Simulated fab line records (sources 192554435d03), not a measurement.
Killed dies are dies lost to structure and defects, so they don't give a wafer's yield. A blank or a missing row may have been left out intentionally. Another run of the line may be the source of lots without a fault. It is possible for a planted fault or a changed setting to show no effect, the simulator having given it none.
Chamber matching / flow n5Finfet / rieDiel-06 running N5_BEOL_M3_DESCUM_33: 4 sister chambers
The step chemistry O2, time 7 s. 14 wafers are shown with their chamber, then 7 later ones without.

== WAFERS, EACH WITH ITS CHAMBER ==
wafer=L075.2; chamber=0; drypumpMotorCurrentA (A)=6.4; showerheadPlenumPTorr (Torr)=2.20; throttleValvePct (%)=20.08
wafer=L075.4; chamber=3; drypumpMotorCurrentA (A)=5.5; showerheadPlenumPTorr (Torr)=2.07; throttleValvePct (%)=20.38
wafer=L075.5; chamber=0; drypumpMotorCurrentA (A)=6.4; showerheadPlenumPTorr (Torr)=2.20; throttleValvePct (%)=20.10
wafer=L084.1; chamber=1; drypumpMotorCurrentA (A)=5.4; showerheadPlenumPTorr (Torr)=2.08; throttleValvePct (%)=20.52
wafer=L084.2; chamber=0; drypumpMotorCurrentA (A)=6.4; showerheadPlenumPTorr (Torr)=2.20; throttleValvePct (%)=20.10
wafer=L084.4; chamber=2; drypumpMotorCurrentA (A)=6.5; showerheadPlenumPTorr (Torr)=2.05; throttleValvePct (%)=20.00
wafer=L085.2; chamber=1; drypumpMotorCurrentA (A)=5.4; showerheadPlenumPTorr (Torr)=2.07; throttleValvePct (%)=20.56
wafer=L085.4; chamber=3; drypumpMotorCurrentA (A)=5.5; showerheadPlenumPTorr (Torr)=2.06; throttleValvePct (%)=20.42
wafer=L085.6; chamber=2; drypumpMotorCurrentA (A)=6.5; showerheadPlenumPTorr (Torr)=2.04; throttleValvePct (%)=20.04
wafer=L095.2; chamber=2; drypumpMotorCurrentA (A)=6.5; showerheadPlenumPTorr (Torr)=2.04; throttleValvePct (%)=20.06
wafer=L095.5; chamber=2; drypumpMotorCurrentA (A)=6.5; showerheadPlenumPTorr (Torr)=2.04; throttleValvePct (%)=20.05
wafer=L095.6; chamber=1; drypumpMotorCurrentA (A)=5.4; showerheadPlenumPTorr (Torr)=2.07; throttleValvePct (%)=20.54
wafer=L087.1; chamber=1; drypumpMotorCurrentA (A)=5.4; showerheadPlenumPTorr (Torr)=2.07; throttleValvePct (%)=20.56
wafer=L087.2; chamber=3; drypumpMotorCurrentA (A)=5.4; showerheadPlenumPTorr (Torr)=2.06; throttleValvePct (%)=20.41

SIGNATURES (means of the wafers above)
reading=drypumpMotorCurrentA; chamber 0=6.400; chamber 1=5.400; chamber 2=6.500; chamber 3=5.467; scatter within a chamber=0.0258
reading=showerheadPlenumPTorr; chamber 0=2.2000; chamber 1=2.0725; chamber 2=2.0425; chamber 3=2.0633; scatter within a chamber=0.00465
reading=throttleValvePct; chamber 0=20.0933; chamber 1=20.5450; chamber 2=20.0375; chamber 3=20.4033; scatter within a chamber=0.0208
Rule: a wafer's distance from a chamber is the root of the sum, over the readings, of the square of ((its reading less the chamber's mean) divided by the reading's scatter). If the next closest chamber is less than 2 further off than the closest, the wafer can't be placed; otherwise it belongs to the closest. The scatter is the square root of a quotient: the sum, over the shown wafers, of each reading's squared deviation from its chamber's mean, divided by wafers minus chambers.

== WAFERS MISSING THEIR CHAMBER ==
wafer=L087.3; drypumpMotorCurrentA (A)=6.5; showerheadPlenumPTorr (Torr)=2.04; throttleValvePct (%)=20.06
wafer=L093.2; drypumpMotorCurrentA (A)=6.5; showerheadPlenumPTorr (Torr)=2.04; throttleValvePct (%)=20.07
wafer=L093.3; drypumpMotorCurrentA (A)=6.4; showerheadPlenumPTorr (Torr)=2.19; throttleValvePct (%)=20.16
wafer=L093.6; drypumpMotorCurrentA (A)=5.4; showerheadPlenumPTorr (Torr)=2.07; throttleValvePct (%)=20.57
wafer=L086.3; drypumpMotorCurrentA (A)=6.4; showerheadPlenumPTorr (Torr)=2.19; throttleValvePct (%)=20.16
wafer=L086.4; drypumpMotorCurrentA (A)=6.5; showerheadPlenumPTorr (Torr)=2.04; throttleValvePct (%)=20.07
wafer=L086.5; drypumpMotorCurrentA (A)=5.5; showerheadPlenumPTorr (Torr)=2.06; throttleValvePct (%)=20.42

== CHAMBER TAKEN BY EACH ==
wafer=L087.3; from the rows above=2; in truth=2
wafer=L093.2; from the rows above=2; in truth=2
wafer=L093.3; from the rows above=0; in truth=0
wafer=L093.6; from the rows above=1; in truth=1
wafer=L086.3; from the rows above=0; in truth=0
wafer=L086.4; from the rows above=2; in truth=2
wafer=L086.5; from the rows above=3; in truth=3
Correctly placed: 7 of 7. Number that these rows cannot place: 0. Placed wrongly: 0.
